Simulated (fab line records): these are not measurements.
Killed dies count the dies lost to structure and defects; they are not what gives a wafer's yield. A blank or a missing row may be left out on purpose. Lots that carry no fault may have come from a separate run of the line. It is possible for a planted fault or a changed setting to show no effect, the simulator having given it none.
One fault through the eyes of 2 desks | flow nand-harc | each desk has only its own numbers; what lay behind them comes last

== THE METROLOGY DESK ==
Means of the sampled wafers that have a number, per lot and without regard to the tool the lot ran on: this is what the gauges read. If a lot's mean is further than 4 standard deviations from the usual mean, the lot is out of limits and carries the mark OUT (the distance appears in the brackets).
Columns: A = cd-nm at NHARC_A_BONDPAD_CD_MEAS_09, usual 499.8 nm; B = overlay-x-nm at NHARC_A_BONDPAD_OVL_MEAS_35, usual -2 nm; C = overlay-y-nm at NHARC_A_BONDPAD_OVL_MEAS_35, usual 1 nm; D = cd-nm at NHARC_A_BONDPAD_CD_MEAS_13, usual 499.4 nm
lot  | first seen here | A     | B   | C  | D
L725 | day 24 01:11    | 499.0 | 2   | 8  | 498.3
L730 | day 25 08:11    | 498.1 | -1  | 3  | 496.9
L732 | day 26 04:32    | 499.6 | -8  | -2 | 499.1
L741 | day 30 00:44    | 500.2 | -7  | 0  | 499.8
L739 | day 30 02:32    | 499.2 | -6  | 6  | 498.4
L748 | day 32 22:01    | 499.4 | -13 | -3 | 498.8
This desk found nothing out of limits on any of the 6 lots.

== TOOL OWNER'S DESK, rie-diel-08 ==
The tool's own readings at NHARC_A_BONDPAD_ETCH_12 (etches the open film in CHF3/O2, target depth 220 nm, time 110 s): means of the sampled wafers that have a number, for each lot that ran on this tool. If a lot's mean is further than 4 standard deviations from the usual mean, the lot is out of limits and carries the mark OUT (the distance appears in the brackets).
Columns: A = chamber-pressure-mTorr at NHARC_A_BONDPAD_ETCH_12, usual 25.000 mTorr; B = drypump-motor-current-A at NHARC_A_BONDPAD_ETCH_12, usual 5.64 A; C = oes-product-au at NHARC_A_BONDPAD_ETCH_12, usual 0.946 a.u.; D = rf-vpp-V at NHARC_A_BONDPAD_ETCH_12, usual 369.5 V; E = showerhead-plenum-p-Torr at NHARC_A_BONDPAD_ETCH_12, usual 2.35 Torr; F = throttle-valve-pct at NHARC_A_BONDPAD_ETCH_12, usual 20.573 %
lot  | first seen here | A      | B    | C     | D     | E    | F
L730 | day 25 08:35    | 25.007 | 5.54 | 0.906 | 370.1 | 2.36 | 20.572
L732 | day 26 04:59    | 24.987 | 5.53 | 0.910 | 368.4 | 2.28 | 20.569
L741 | day 30 01:07    | 24.995 | 5.46 | 0.958 | 369.1 | 2.35 | 20.578
L739 | day 30 02:56    | 25.008 | 5.58 | 0.932 | 370.4 | 2.37 | 20.577
This desk found nothing out of limits on any of the 4 lots.

== TAKEN TOGETHER ==
From the metrology desk's view, nothing was out of limits.
The tool owner's desk saw nothing out of limits.

== WHAT HAD BEEN PUT IN BY THE SIMULATOR ==
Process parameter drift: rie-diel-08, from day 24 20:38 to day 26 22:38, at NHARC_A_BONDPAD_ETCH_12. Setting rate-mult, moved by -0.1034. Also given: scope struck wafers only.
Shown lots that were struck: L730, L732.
